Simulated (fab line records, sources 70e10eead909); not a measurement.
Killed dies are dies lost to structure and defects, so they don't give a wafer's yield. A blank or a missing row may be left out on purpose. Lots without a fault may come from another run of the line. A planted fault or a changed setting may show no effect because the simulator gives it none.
fab line records | flow nand_harc
record lots=24 wafers=72 last_day=25
route steps=1159 shown A_STAIRCASE@665 A_SGD_CUT@759
lots that met no fault: from a run of the same line without faults
start_h: hours from the record's first day to the start of the lot's first wafer shown | wait_h: hours since the lot's step before | " the same as in the row above | L1.1+2: a row that stands for several wafers | - no value, or no start given | * or withheld: withheld | < > ~ a bound
route shown NAME@n: a module of which the file shows steps, and the number in the route of the first | usual: mean/standard deviation of fault-free wafers | same: alike in all rows | chamber/n: place in a boat | sites: the reading at each site | _std_site: their standard deviation | _edge_site: outer sites' mean less inner sites' | radius_mm: how far each site lies from the wafer's centre | mask NAME#n: copy n | behind: the tool/chamber that last shaped the wafer | hold: why the lot was held/for how many hours/how that ended | device: the transistor (n, p or np) that didn't switch | end of line: the same wafers' tests at the end of the route | a step without rows: its recipe alone | killed: dies lost to structure and defects at the first sort, not the wafer's yield | map: a wafer's dies, x killed, . not, _ none there
set.NAME: the setting as run; set.NAME@STEP: as run at that earlier step | model.NAME: the simulator's own value behind a step, which no gauge read
steps of the route over a sample of lots; a table a step, a row a wafer
services: from which hour (start_h, from the record's first day; less than 0 if before it) a tool's chamber was out of use, for how many hours, and why
## steps
# step NHARC_A_STAIRCASE_ETCH_292
# recipe cf4_flow_sccm=100 chf3_flow_sccm=30 ar_flow_sccm=0 rf_w=500 bias_w=200 chemistry=CF4/CHF3
# usual chf3_flow_sccm=30.00/0.099 drypump_motor_current_A=5.8/0.45 oes_product_au=0.948/0.021 rf_vpp_V=370.1/1.9 showerhead_plenum_p_Torr=1.56/0.048 throttle_valve_pct=16.803/0.0086
# columns lot.wafer tool chamber start_h wait_h chf3_flow_sccm drypump_motor_current_A oes_product_au rf_hours_counter_h rf_vpp_V showerhead_plenum_p_Torr throttle_valve_pct
L074.2 rie_diel-08 0 263.30 0.1 29.95 6.1 0.945 43 368.6 1.49 16.786
L074.3 " 1 " " 30.04 5.0 0.965 48 369.3 1.54 16.794
L074.1 " 2 " " 29.98 5.9 0.956 47 373.1 1.62 16.807
L075.3 rie_diel-01 2 264.87 0.1 30.11 5.9 0.947 42 369.7 1.55 16.807
L075.2 " 0 " " 29.88 6.6 0.947 45 369.7 1.54 16.809
L075.4 " 2 " " 30.18 5.9 0.951 - 369.8 1.55 16.807
L078.2 rie_diel-01 2 272.47 0.1 30.07 5.9 0.912 45 369.5 1.55 16.802
L078.6 " 2 " " 29.89 5.9 0.922 - 369.5 1.55 16.792
L078.5 " 3 " " 30.12 5.5 0.913 - 366.6 1.49 16.801
L077.3 rie_diel-08 0 273.78 0.1 29.94 6.1 0.925 49 367.4 1.49 16.787
L077.1 " 2 " " 30.15 5.9 0.964 53 373.1 1.62 16.800
L077.4 " 3 " " 29.97 5.3 0.924 57 372.9 1.62 16.811
L076.2 rie_diel-02 1 279.03 0.1 30.00 6.0 0.972 45 371.9 1.63 16.795
L076.5 " 2 " " 29.81 5.9 0.977 - 368.9 1.51 16.804
L076.6 " 3 " " 30.03 6.2 0.983 - 371.0 1.58 16.820
L079.1 rie_diel-02 0 282.42 0.1 30.15 5.1 0.990 47 371.5 1.58 16.807
L079.4 " 2 " " 29.93 5.9 0.963 46 368.5 1.51 16.812
L079.6 " 1 " " 30.20 6.0 0.972 - 373.0 1.63 16.806
L081.2 rie_diel-08 3 299.55 0.1 29.84 5.3 0.933 66 371.8 1.61 16.795
L081.1 " 0 " " 30.19 6.1 0.945 58 368.8 1.49 16.812
L081.5 " 0 " " 30.18 6.1 0.934 - 368.6 1.49 16.811
L080.1 rie_diel-01 1 306.88 0.1 30.08 5.7 0.965 58 372.6 1.61 16.798
L080.5 " 0 " " 29.87 6.6 0.955 - 368.7 1.53 16.792
L080.6 " 1 " " 30.00 5.7 0.964 - 372.0 1.61 16.794
L084.4 rie_diel-01 1 308.95 0.1 29.97 5.7 0.957 58 372.5 1.61 16.810
L084.5 " 3 " " 30.02 5.5 0.972 - 366.9 1.49 16.805
L084.6 " 0 " " 29.93 6.6 0.945 - 370.7 1.53 16.810
L083.2 rie_diel-02 1 310.75 0.3 30.10 6.0 0.910 55 372.0 1.62 16.787
L083.1 " 2 " " 30.05 5.9 0.918 55 368.4 1.51 16.806
L083.5 " 0 " " 29.96 5.1 0.933 - 371.2 1.58 16.797
L082.2 rie_diel-01 2 310.75 0.1 30.03 5.9 0.953 58 370.0 1.55 16.797
L082.1 " 1 " " 30.27 5.7 0.960 59 372.5 1.61 16.808
L082.5 " 3 " " 30.07 5.5 0.969 - 366.3 1.49 16.789
L088.1 rie_diel-08 3 332.95 0.4 30.00 5.3 0.940 14 374.5 1.61 16.796
L088.5 " 3 " " 30.04 5.3 0.928 - 372.8 1.61 16.801
L088.4 " 2 " " 29.94 5.9 0.925 - 371.6 1.62 16.809
L087.3 rie_diel-01 0 335.17 0.1 29.85 6.6 0.938 6 368.4 1.53 16.802
L087.1 " 2 " " 29.97 5.9 0.925 5 369.2 1.55 16.819
L087.5 " 3 " " 30.02 5.5 0.922 - 367.8 1.48 16.803
L085.4 rie_diel-01 1 341.10 0.1 30.02 5.7 0.972 9 371.5 1.61 16.798
L085.1 " 3 " " 29.96 5.5 0.921 10 366.8 1.48 16.792
L085.6 " 1 " " 29.92 5.7 0.976 - 372.5 1.61 16.809
L086.2 rie_diel-01 2 341.73 0.2 29.91 5.9 0.933 10 368.3 1.55 16.796
L086.1 " 0 " " 30.04 6.6 0.951 10 369.3 1.53 16.809
L086.6 " 2 " " 30.19 5.9 0.936 - 370.2 1.55 16.797
L090.1 rie_diel-02 3 351.40 0.1 30.04 6.2 0.952 5 370.8 1.57 16.803
L090.4 " 1 " " 29.94 6.0 0.952 5 372.4 1.62 16.800
L090.6 " 0 " " 29.96 5.1 0.954 - 371.2 1.58 16.787
L089.3 rie_diel-02 3 353.23 0.1 29.81 6.2 0.979 6 371.6 1.57 16.807
L089.1 " 0 " " 29.98 5.0 0.958 3 370.6 1.58 16.812
L089.6 " 3 " " 30.00 6.2 0.979 - 368.6 1.57 16.813
L092.1 rie_diel-01 2 356.22 0.1 30.09 5.9 0.921 16 371.3 1.55 16.803
L092.2 " 3 " " 29.92 5.5 0.912 16 366.6 1.48 16.799
L092.6 " 1 " " 29.98 5.7 0.938 - 372.0 1.61 16.812
L091.2 rie_diel-02 3 356.87 0.1 30.01 6.2 0.953 8 371.2 1.57 16.797
L091.3 " 0 " " 29.95 5.1 0.938 5 368.6 1.57 16.806
L091.1 " 1 " " 30.03 6.0 0.946 8 373.3 1.62 16.803
L094.4 rie_diel-01 0 373.71 0.1 29.92 6.6 0.933 21 370.9 1.53 16.802
L094.2 " 3 " " 29.94 5.5 0.920 21 368.3 1.48 16.814
L094.5 " 0 " " 30.00 6.6 0.931 - 369.8 1.53 16.793
L095.4 rie_diel-01 1 375.57 0.1 30.01 5.7 0.936 21 371.4 1.61 16.807
L095.3 " 2 " " 30.07 5.9 0.919 21 370.0 1.54 16.799
L095.5 " 1 " " 30.08 5.7 0.933 - 372.0 1.61 16.793
L093.1 rie_diel-08 1 376.34 0.1 29.92 5.0 0.969 30 369.6 1.52 16.801
L093.3 " 2 " " 30.10 5.9 0.963 33 371.0 1.61 16.794
L093.6 " 1 " " 29.98 5.0 0.968 - 369.7 1.52 16.809
L096.1 rie_diel-01 1 377.12 0.1 29.96 5.7 0.975 21 372.8 1.61 16.813
L096.2 " 2 " " 29.74 5.9 0.979 21 368.4 1.54 16.800
L096.6 " 2 " " 29.90 5.9 0.961 - 370.8 1.54 16.789
L097.4 rie_diel-08 3 390.77 0.3 30.08 5.3 0.912 39 371.0 1.60 16.809
L097.3 " 1 " " 29.95 5.1 0.910 36 367.8 1.52 16.777
L097.6 " 0 " " 30.25 6.1 0.912 - 366.9 1.48 16.801
# step NHARC_A_STAIRCASE_ETCH_294
# recipe target_depth_a=49920 time_s=1212.4 ion_energy_ev=800 c4f8_flow_sccm=80 o2_flow_sccm=60 ar_flow_sccm=withheld rf_w=600 bias_w=3000 chemistry=C4F8/O2/Ar
# usual oes_product_au=0.931/0.013 rf_vpp_V=1824/8.1
# same time_s=1212.4
# columns lot.wafer tool chamber start_h wait_h oes_product_au rf_hours_counter_h rf_vpp_V
L074.3 rie_diel-08 1 - - 0.920 49 1821
L074.2 " 3 " " 0.904 53 1834
L074.1 " 0 " " 0.917 44 1813
L075.2 rie_diel-01 0 - - 0.914 45 1821
L075.3 " 1 " " 0.941 44 1835
L075.4 " 0 " " 0.916 - 1820
L078.2 rie_diel-01 2 - - 0.928 46 1824
L078.6 " 1 " " 0.935 - 1834
L078.5 " 2 " " 0.927 - 1825
L077.3 rie_diel-08 0 - - 0.920 50 1814
L077.4 " 1 " " 0.924 55 1819
L077.1 " 2 " " 0.926 53 1834
L076.2 rie_diel-02 2 - - 0.951 45 1817
L076.5 " 0 " " 0.943 - 1829
L076.6 " 1 " " 0.956 - 1835
L079.1 rie_diel-02 2 - - 0.925 46 1817
L079.4 " 3 " " 0.923 44 1828
L079.6 " 1 " " 0.927 - 1834
L081.2 rie_diel-08 1 - - 0.950 64 1821
L081.1 " 3 " " 0.936 66 1832
L081.5 " 1 " " 0.946 - 1821
L080.1 rie_diel-01 3 - - 0.943 49 1813
L080.5 " 1 " " 0.952 - 1832
L080.6 " 2 " " 0.930 - 1822
L084.4 rie_diel-01 1 - - 0.947 59 1834
L084.6 " 1 " " 0.946 - 1834
L084.5 " 2 " " 0.940 - 1823
L083.1 rie_diel-02 3 - - 0.941 53 1826
L083.2 " 0 " " 0.933 56 1827
L083.5 " 2 " " 0.918 - 1816
L082.1 rie_diel-01 1 - - 0.945 59 1833
L082.2 " 2 " " 0.938 58 1824
L082.5 " 3 " " 0.943 - 1811
L088.1 rie_diel-08 3 - - 0.928 15 1835
L088.5 " 0 " " 0.926 - 1813
L088.4 " 2 " " 0.923 - 1834
L087.1 rie_diel-01 1 - - 0.940 6 1834
L087.3 " 2 " " 0.920 6 1823
L087.5 " 2 " " 0.914 - 1822
L085.4 rie_diel-01 3 - - 0.908 10 1812
L085.1 " 0 " " 0.934 10 1820
L085.6 " 3 " " 0.921 - 1811
L086.2 rie_diel-01 2 - - 0.918 11 1822
L086.1 " 3 " " 0.908 11 1811
L086.6 " 2 " " 0.915 - 1822
L090.1 rie_diel-02 3 - - 0.938 5 1827
L090.4 " 1 " " 0.927 5 1834
L090.6 " 0 " " 0.916 - 1826
L089.1 rie_diel-02 3 - - 0.949 6 1826
L089.3 " 0 " " 0.929 3 1827
L089.6 " 3 " " 0.945 - 1826
L092.1 rie_diel-01 2 - - 0.921 16 1822
L092.2 " 0 " " 0.929 17 1819
L092.6 " 2 " " 0.913 - 1823
L091.1 rie_diel-02 0 - - 0.932 5 1827
L091.2 " 1 " " 0.935 8 1833
L091.3 " 3 " " 0.951 8 1826
L094.4 rie_diel-01 2 - - 0.926 20 1820
L094.2 " 0 " " 0.942 22 1819
L094.5 " 2 " " 0.918 - 1823
L095.3 rie_diel-01 0 - - 0.937 22 1819
L095.4 " 2 " " 0.925 21 1822
L095.5 " 0 " " 0.935 - 1820
L093.3 rie_diel-08 0 - - 0.939 26 1812
L093.1 " 1 " " 0.921 30 1820
L093.6 " 0 " " 0.940 - 1811
L096.1 rie_diel-01 1 - - 0.942 22 1832
L096.2 " 2 " " 0.941 21 1820
L096.6 " 2 " " 0.942 - 1822
L097.4 rie_diel-08 0 - - 0.930 32 1812
L097.3 " 1 " " 0.917 36 1818
L097.6 " 0 " " 0.920 - 1811
# step NHARC_A_STAIRCASE_DESCUM_312
# recipe time_s=3 o2_flow_sccm=200 ar_flow_sccm=0 bias_power_w=0 chemistry=O2
# usual drypump_motor_current_A=5.8/0.45 oes_product_au=0.997/0.011 rf_vpp_V=57.7/0.89 showerhead_plenum_p_Torr=1.89/0.063 throttle_valve_pct=11.312/0.008
# same time_s=3
# columns lot.wafer tool chamber start_h wait_h drypump_motor_current_A oes_product_au rf_hours_counter_h rf_vpp_V showerhead_plenum_p_Torr throttle_valve_pct
L074.1 rie_diel-01 0 268.45 - 6.6 0.986 46 56.7 1.87 11.312
L074.2 " 2 " " 5.9 0.996 44 58.0 1.89 11.304
L074.3 " 3 " " 5.5 0.983 37 57.6 1.80 11.302
L075.2 rie_diel-01 1 270.82 - 5.7 1.012 46 57.3 1.97 11.307
L075.3 " 2 " " 5.9 0.984 45 58.3 1.89 11.308
L075.4 " 3 " " 5.5 0.991 37 58.9 1.80 11.316
L078.2 rie_diel-01 3 278.56 - 5.5 0.990 40 57.1 1.80 11.328
L078.5 " 1 " " 5.8 1.000 - 56.2 1.97 11.320
L078.6 " 2 " " 5.9 0.990 - 57.2 1.89 11.315
L077.3 rie_diel-02 0 280.53 - 5.1 1.011 47 58.3 1.92 11.303
L077.4 " 2 " " 5.9 1.002 45 57.9 1.83 11.311
L077.1 " 3 " " 6.1 1.017 44 58.1 1.92 11.304
L076.2 rie_diel-02 2 284.03 - 5.9 0.991 46 57.1 1.83 11.314
L076.6 " 2 " " 5.9 0.997 - 56.8 1.83 11.324
L076.5 " 3 " " 6.1 1.015 - 57.3 1.92 11.317
L079.4 rie_diel-08 0 287.81 - 6.1 0.978 54 57.1 1.81 11.309
L079.1 " 2 " " 5.9 0.998 56 60.1 1.97 11.306
L079.6 " 3 " " 5.3 0.978 - 58.5 1.97 11.284
L081.1 rie_diel-02 2 306.87 - 5.9 0.990 54 58.1 1.83 11.316
L081.2 " 0 " " 5.1 1.000 55 58.1 1.92 11.330
L081.5 " 3 " " 6.1 1.008 - 55.4 1.91 11.297
L080.1 rie_diel-02 3 312.77 - 6.2 1.018 54 57.7 1.91 11.309
L080.5 " 2 " " 5.9 1.005 - 57.4 1.83 11.322
L080.6 " 3 " " 6.2 1.017 - 56.9 1.91 11.308
L084.4 rie_diel-01 0 314.59 - 6.6 0.983 61 57.6 1.86 11.297
L084.5 " 3 " " 5.5 0.996 - 56.6 1.80 11.317
L084.6 " 0 " " 6.6 0.976 - 57.3 1.86 11.315
L083.2 rie_diel-08 1 315.71 - 5.0 0.995 3 57.2 1.86 11.311
L083.1 " 0 " " 6.1 1.005 3 57.0 1.80 11.305
L083.5 " 1 " " 5.0 0.984 - 58.1 1.86 11.293
L082.2 rie_diel-02 3 318.47 - 6.2 1.009 56 57.1 1.91 11.315
L082.1 " 0 " " 5.1 1.011 59 58.3 1.92 11.304
L082.5 " 2 " " 5.9 1.000 - 57.4 1.83 11.308
L088.4 rie_diel-01 0 339.60 - 6.6 0.994 9 56.2 1.86 11.319
L088.1 " 1 " " 5.7 1.003 9 58.1 1.96 11.298
L088.5 " 3 " " 5.5 0.986 - 57.1 1.80 11.314
L087.3 rie_diel-08 3 341.66 - 5.3 0.995 18 58.8 1.96 11.318
L087.1 " 0 " " 6.1 1.001 8 57.1 1.80 11.307
L087.5 " 0 " " 6.1 0.985 - 58.9 1.80 11.297
L085.4 rie_diel-08 3 348.35 - 5.3 0.999 21 57.1 1.96 11.316
L085.1 " 1 " " 5.0 0.989 17 58.1 1.85 11.315
L085.6 " 3 " " 5.3 0.992 - 57.6 1.96 11.321
L086.1 rie_diel-01 1 350.05 - 5.7 1.013 13 58.3 1.96 11.308
L086.2 " 2 " " 5.9 0.986 13 57.9 1.88 11.316
L086.6 " 1 " " 5.7 1.018 - 58.7 1.96 11.311
L090.1 rie_diel-01 2 357.96 - 5.9 0.988 16 57.5 1.88 11.311
L090.4 " 3 " " 5.5 0.980 17 56.2 1.79 11.304
L090.6 " 2 " " 5.9 0.990 - 57.4 1.88 11.309
L089.1 rie_diel-01 1 359.66 - 5.7 1.014 17 57.0 1.96 11.315
L089.3 " 3 " " 5.5 0.979 18 58.3 1.79 11.306
L089.6 " 0 " " 6.6 1.004 - 58.0 1.86 11.315
L092.2 rie_diel-01 1 361.60 - 5.7 1.008 18 59.4 1.96 11.311
L092.1 " 2 " " 5.9 0.981 18 58.6 1.88 11.318
L092.6 " 0 " " 6.6 0.996 - 59.0 1.86 11.319
L091.1 rie_diel-08 1 362.34 - 5.0 0.999 26 57.3 1.85 11.316
L091.3 " 2 " " 5.9 1.006 29 59.1 1.96 11.309
L091.2 " 3 " " 5.3 0.995 30 57.5 1.96 11.320
L094.2 rie_diel-01 0 378.75 - 6.6 1.006 23 57.5 1.85 11.321
L094.4 " 2 " " 5.9 1.001 22 58.6 1.87 11.314
L094.5 " 1 " " 5.7 1.017 - 58.3 1.96 11.317
L095.4 rie_diel-08 2 381.28 - 5.9 0.997 35 56.9 1.96 11.307
L095.3 " 0 " " 6.1 1.007 28 57.0 1.79 11.314
L095.5 " 2 " " 5.9 1.005 - 57.6 1.96 11.305
L093.1 rie_diel-02 0 381.49 - 5.1 0.989 14 56.8 1.91 11.315
L093.3 " 3 " " 6.2 0.991 16 58.2 1.90 11.311
L093.6 " 0 " " 5.1 0.996 - 56.3 1.91 11.311
L096.2 rie_diel-02 0 383.03 - 5.1 0.995 14 58.5 1.91 11.307
L096.1 " 2 " " 5.9 0.993 15 57.2 1.82 11.312
L096.6 " 1 " " 6.0 1.003 - 59.8 1.97 11.325
L097.4 rie_diel-08 1 396.18 - 5.0 0.994 38 57.2 1.85 11.295
L097.3 " 2 " " 5.9 0.996 40 57.8 1.96 11.307
L097.6 " 0 " " 6.1 0.995 - 56.8 1.79 11.301
# step NHARC_A_STAIRCASE_ETCH_315
# recipe target_depth_a=25000 time_s=607.1 ion_energy_ev=800 c4f8_flow_sccm=80 o2_flow_sccm=60 ar_flow_sccm=withheld rf_w=600 bias_w=3000 chemistry=C4F8/O2/Ar
# usual oes_product_au=0.929/0.012 rf_vpp_V=1824/8.2
# same time_s=607.1
# columns lot.wafer tool chamber start_h wait_h oes_product_au rf_hours_counter_h rf_vpp_V
L074.3 rie_diel-01 3 - - 0.925 37 1815
L074.1 " 0 " " 0.910 46 1821
L074.2 " 1 " " 0.927 45 1834
L075.4 rie_diel-01 0 - - 0.902 47 1821
L075.2 " 1 " " 0.946 46 1833
L075.3 " 2 " " 0.921 45 1824
L078.2 rie_diel-01 3 - - 0.928 40 1811
L078.6 " 1 " " 0.942 - 1834
L078.5 " 2 " " 0.927 - 1824
L077.3 rie_diel-02 2 - - 0.958 45 1817
L077.1 " 3 " " 0.969 44 1828
L077.4 " 0 " " 0.950 47 1829
L076.2 rie_diel-02 0 - - 0.942 48 1828
L076.6 " 3 " " 0.946 - 1828
L076.5 " 0 " " 0.952 - 1828
L079.4 rie_diel-08 1 - - 0.923 59 1819
L079.1 " 3 " " 0.899 61 1832
L079.6 " 1 " " 0.929 - 1821
L081.1 rie_diel-02 3 - - 0.940 52 1828
L081.2 " 2 " " 0.931 54 1815
L081.5 " 0 " " 0.927 - 1827
L080.1 rie_diel-02 1 - - 0.925 57 1835
L080.6 " 1 " " 0.925 - 1837
L080.5 " 2 " " 0.923 - 1816
L084.4 rie_diel-02 1 315.40 - 0.926 57 1835
L084.6 " 3 " " 0.937 - 1826
L084.5 " 0 " " 0.931 - 1828
L083.2 rie_diel-08 0 - - 0.917 3 1813
L083.1 " 1 " " 0.922 3 1818
L083.5 " 3 " " 0.923 - 1833
L082.2 rie_diel-02 3 - - 0.938 57 1826
L082.1 " 0 " " 0.935 59 1828
L082.5 " 2 " " 0.922 - 1817
L088.1 rie_diel-01 1 - - 0.954 9 1834
L088.4 " 2 " " 0.929 9 1821
L088.5 " 2 " " 0.932 - 1823
L087.3 rie_diel-08 0 - - 0.924 9 1812
L087.1 " 2 " " 0.929 19 1834
L087.5 " 0 " " 0.927 - 1812
L085.1 rie_diel-08 0 - - 0.925 12 1811
L085.4 " 3 " " 0.919 22 1832
L085.6 " 1 " " 0.915 - 1819
L086.2 rie_diel-01 0 - - 0.926 14 1821
L086.1 " 1 " " 0.946 13 1832
L086.6 " 3 " " 0.906 - 1811
L090.4 rie_diel-01 1 - - 0.942 17 1833
L090.1 " 2 " " 0.913 17 1822
L090.6 " 3 " " 0.915 - 1811
L089.1 rie_diel-01 0 - - 0.930 18 1820
L089.3 " 2 " " 0.923 17 1822
L089.6 " 1 " " 0.947 - 1833
L092.1 rie_diel-01 3 - - 0.921 19 1811
L092.2 " 1 " " 0.951 18 1833
L092.6 " 0 " " 0.947 - 1820
L091.3 rie_diel-08 2 - - 0.930 30 1833
L091.1 " 3 " " 0.928 31 1831
L091.2 " 1 " " 0.926 27 1819
L094.4 rie_diel-01 2 - - 0.918 22 1823
L094.2 " 3 " " 0.917 23 1810
L094.5 " 1 " " 0.940 - 1833
L095.3 rie_diel-08 1 - - 0.920 33 1818
L095.4 " 3 " " 0.920 37 1831
L095.5 " 2 " " 0.919 - 1833
L093.1 rie_diel-02 3 - - 0.943 16 1825
L093.3 " 0 " " 0.933 14 1826
L093.6 " 2 " " 0.921 - 1816
L096.1 rie_diel-02 1 - - 0.919 17 1834
L096.2 " 3 " " 0.940 17 1827
L096.6 " 1 " " 0.925 - 1836
L097.4 rie_diel-08 3 - - 0.924 42 1830
L097.3 " 0 " " 0.922 35 1810
L097.6 " 3 " " 0.924 - 1832
# step NHARC_A_STAIRCASE_DEP_325
# recipe target_thk_a=38000 temp_c=400 target_thk_nm=3800 teos_flow_sccm=200 rf_w=500 material=SiO2
# usual heater_power_w=607/92
# columns lot.wafer tool chamber start_h wait_h heater_power_w
L074.3 pecvd-01 0 302.81 0.1 757
L074.1 " 1 " " 560
L074.2 " 2 " " 570
L075.2 pecvd-04 2 302.83 0.1 667
L075.3 " 0 " " 628
L075.4 " 2 " " 600
L077.3 pecvd-04 2 310.71 0.1 678
L077.1 " 0 " " 606
L077.4 " 2 " " 607
L078.2 pecvd-01 2 310.72 0.1 619
L078.5 " 2 " " 524
L078.6 " 1 " " 511
L076.2 pecvd-04 0 316.76 0.3 660
L076.5 " 1 " " 448
L076.6 " 2 " " 605
L079.1 pecvd-03 2 323.62 0.1 737
L079.4 " 2 " " 620
L079.6 " 0 " " 531
L081.1 pecvd-01 1 342.37 0.1 624
L081.2 " 2 " " 593
L081.5 " 0 " " 657
L082.2 pecvd-01 1 346.56 0.2 553
L082.1 " 2 " " 615
L082.5 " 0 " " 650
L083.1 pecvd-04 1 346.59 0.2 559
L083.2 " 2 " " 686
L083.5 " 1 " " 452
L084.5 pecvd-03 0 347.00 0.6 525
L084.4 " 1 " " 661
L084.6 " 2 " " 610
L080.1 pecvd-01 0 347.13 0.7 773
L080.6 " 0 " " 678
L080.5 " 1 " " 499
L088.1 pecvd-04 1 372.00 0.2 538
L088.5 " 0 " " 530
L088.4 " 1 " " 444
L087.1 pecvd-03 0 372.00 0.2 571
L087.3 " 1 " " 746
L087.5 " 1 " " 682
L086.1 pecvd-01 0 384.77 0.2 752
L086.2 " 1 " " 600
L086.6 " 0 " " 669
L085.1 pecvd-03 0 385.03 0.4 644
L085.6 " 2 " " 610
L085.4 " 0 " " 524
L089.1 pecvd-04 0 391.89 0.1 574
L089.3 " 2 " " 765
L089.6 " 1 " " 430
L092.2 pecvd-01 1 391.98 0.2 570
L092.1 " 2 " " 670
L092.6 " 2 " " 526
L090.1 pecvd-03 0 391.99 0.2 603
L090.6 " 0 " " 535
L090.4 " 1 " " 670
L091.1 pecvd-01 1 392.45 0.6 502
L091.2 " 2 " " 571
L091.3 " 0 " " 796
L093.1 pecvd-01 0 410.31 0.1 775
L093.3 " 2 " " 598
L093.6 " 0 " " 648
L094.2 pecvd-03 0 410.57 0.3 539
L094.4 " 2 " " 615
L094.5 " 0 " " 538
L095.3 pecvd-04 2 410.67 0.4 753
L095.5 " 1 " " 419
L095.4 " 2 " " 672
L096.2 pecvd-01 0 414.26 0.3 811
L096.1 " 1 " " 613
L096.6 " 1 " " 495
L097.3 pecvd-01 1 432.20 0.1 618
L097.4 " 1 " " 484
L097.6 " 2 " " 518
# step NHARC_A_SGD_CUT_OVL_MEAS_10
# usual overlay_x_nm=0.1/0.79 overlay_y_nm=-0.1/0.78
# columns lot.wafer tool chamber start_h wait_h overlay_x_nm overlay_y_nm
L075.2 overlay-01 - 317.25 - 1.0 0.0
L075.3 " - " " 0.8 -0.5
L075.4 " - " " 0.9 0.1
L074.1 overlay-01 - 317.98 - -1.0 0.2
L074.2 " - " " -0.9 0.2
L074.3 " - " " -0.6 -0.1
L078.2 overlay-02 - 325.80 - 0.0 0.3
L078.5 " - " " 0.4 0.2
L078.6 " - " " 0.2 0.1
L077.1 overlay-01 - 327.81 - 0.4 -0.8
L077.3 " - " " 0.7 -1.2
L077.4 " - " " 0.8 -0.5
L076.2 overlay-02 - 334.67 - 0.9 0.7
L076.5 " - " " 1.0 1.2
L076.6 " - " " 0.9 0.6
L079.1 overlay-02 - 338.30 - -0.9 0.3
L079.4 " - " " -0.7 0.0
L079.6 " - " " -0.8 0.3
L081.1 overlay-02 - 356.08 - -1.0 -1.4
L081.2 " - " " -0.6 -0.8
L081.5 " - " " -0.8 -0.9
L080.1 overlay-01 - 360.24 - 0.3 -0.8
L080.5 " - " " 0.2 -0.1
L080.6 " - " " 0.6 -0.4
L084.4 overlay-02 - 360.41 - -0.8 -1.7
L084.5 " - " " -0.3 -1.5
L084.6 " - " " -0.4 -1.7
L083.1 overlay-01 - 360.67 - -0.5 -0.6
L083.2 " - " " -0.7 -0.3
L083.5 " - " " -0.4 0.1
L082.1 overlay-01 - 361.92 - 0.2 0.9
L082.2 " - " " 0.1 1.0
L082.5 " - " " -0.3 0.4
L087.1 overlay-02 - 386.25 - 0.4 1.6
L087.3 " - " " 0.5 1.8
L087.5 " - " " 0.3 1.5
L088.1 overlay-02 - 386.40 - -0.7 1.0
L088.4 " - " " -0.2 0.5
L088.5 " - " " -0.4 0.7
L086.1 overlay-01 - 399.00 - -0.6 -0.1
L086.2 " - " " -0.6 -0.6
L086.6 " - " " -0.1 -0.2
L085.1 overlay-02 - 399.16 - 0.5 0.3
L085.4 " - " " 0.9 0.4
L085.6 " - " " 0.5 0.0
L092.1 overlay-01 - 405.60 - 0.2 1.3
L092.2 " - " " -0.2 0.7
L092.6 " - " " 0.0 0.8
L091.1 overlay-02 - 405.91 - -1.0 -1.5
L091.2 " - " " -1.0 -1.5
L091.3 " - " " -1.4 -1.8
L090.1 overlay-02 - 406.28 - 0.0 -1.0
L090.4 " - " " 0.6 -1.1
L090.6 " - " " 1.0 -0.7
L089.1 overlay-01 - 407.12 - 1.7 -0.9
L089.3 " - " " 1.3 -0.9
L089.6 " - " " 0.7 -0.2
L095.3 overlay-02 - 427.48 - -0.7 0.3
L095.4 " - " " -0.1 -0.2
L095.5 " - " " -0.3 0.1
L096.1 overlay-01 - 427.63 - 0.0 0.4
L096.2 " - " " -0.4 0.4
L096.6 " - " " 0.2 0.0
L094.2 overlay-01 - 427.80 - 0.3 -0.8
L094.4 " - " " 0.4 -0.6
L094.5 " - " " 0.4 -0.5
L093.1 overlay-02 - 428.50 - 0.8 0.2
L093.3 " - " " 0.3 0.4
L093.6 " - " " 1.0 -0.5
L097.3 overlay-02 - 449.07 - 2.0 0.0
L097.4 " - " " 2.0 -0.4
L097.6 " - " " 1.7 -0.7
## services
# columns tool chamber start_h hours kind
rie_diel-08 0 240.17 12.9 repair
pecvd-04 - 240.46 0.5 repair
pecvd-03 2 245.31 16.2 repair
rie_diel-01 0 246.31 - clean
rie_diel-01 1 246.31 - clean
rie_diel-01 2 246.31 - clean
rie_diel-01 3 246.31 - clean
rie_diel-01 3 256.86 8.8 repair
rie_diel-02 3 267.86 7.5 repair
rie_diel-01 0 270.81 - clean
rie_diel-01 1 270.81 - clean
pecvd-03 - 292.05 13.0 pm
rie_diel-08 - 301.82 9.0 pm
rie_diel-01 - 314.97 9.0 pm
rie_diel-08 0 318.40 14.4 repair
rie_diel-02 - 328.58 9.0 pm
pecvd-04 1 331.20 11.3 repair
rie_diel-08 1 331.54 11.2 repair
rie_diel-02 0 337.94 7.0 repair
pecvd-01 - 344.04 0.2 repair
pecvd-04 - 376.00 13.0 pm
rie_diel-02 3 384.07 6.7 repair
pecvd-01 - 411.29 0.9 repair
pecvd-01 - 418.26 13.0 pm
## key
fault none
